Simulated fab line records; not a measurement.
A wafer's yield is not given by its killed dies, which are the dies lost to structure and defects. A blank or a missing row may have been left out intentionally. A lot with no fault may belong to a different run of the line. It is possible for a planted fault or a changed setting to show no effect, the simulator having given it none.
Chamber matching ; flow n5 finfet ; ald hk-03 running N5_HKMG_FIN_HK_ALD_01: 4 sister chambers
The step deposits HfO2, target thk 1.6 nm, pulse time 3 s, purge time 3 s. 18 wafers are shown with their chamber, then 9 later ones without.

## WAFERS, EACH WITH ITS CHAMBER
wafer;chamber;precursor pulse height rel
L076.1;3;1.031
L076.3;1;1.006
L076.4;0;1.008
L077.1;3;1.009
L077.3;0;0.976
L077.6;3;1.025
L080.1;2;1.009
L080.3;0;1.015
L080.5;0;1.026
L081.1;1;1.003
L081.2;0;1.023
L081.5;3;0.970
L086.1;1;0.989
L086.2;3;1.026
L086.3;0;1.026
L088.1;1;0.988
L088.4;2;1.004
L088.6;0;1.003

SIGNATURES (means of the wafers above)
reading;chamber 0;chamber 1;chamber 2;chamber 3;scatter within a chamber
precursor pulse height rel;1.01100;0.99650;1.00650;1.01220;0.0183
Rule: distance of a wafer from a chamber = root of the sum over the readings of ((wafer's reading minus chamber's mean) / reading's scatter) squared. The wafer belongs to the nearest chamber; if the next one is less than 2 further off, it can't be placed. The scatter is the square root of a quotient: the sum, over the shown wafers, of each reading's squared deviation from its chamber's mean, divided by wafers minus chambers.

## WAFERS WITH NO CHAMBER GIVEN
wafer;precursor pulse height rel
L091.2;1.009
L091.4;0.995
L091.6;0.997
L092.2;1.019
L092.3;0.982
L092.5;0.997
L095.2;0.995
L095.3;1.015
L095.4;1.028

## WHICH CHAMBER EACH WENT THROUGH
wafer;from the rows above;in truth
L091.2;can't be placed: 0 or 2 or 3 or 1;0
L091.4;can't be placed: 1 or 2 or 0 or 3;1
L091.6;can't be placed: 1 or 2 or 0 or 3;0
L092.2;can't be placed: 3 or 0 or 2 or 1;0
L092.3;can't be placed: 1 or 2 or 0 or 3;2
L092.5;can't be placed: 1 or 2 or 0 or 3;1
L095.2;can't be placed: 1 or 2 or 0 or 3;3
L095.3;can't be placed: 3 or 0 or 2 or 1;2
L095.4;can't be placed: 3 or 0 or 2 or 1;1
0 of 9 placed correctly. These rows do not allow placing 9 (true chamber among the candidates in 9). Wrongly placed: 0.
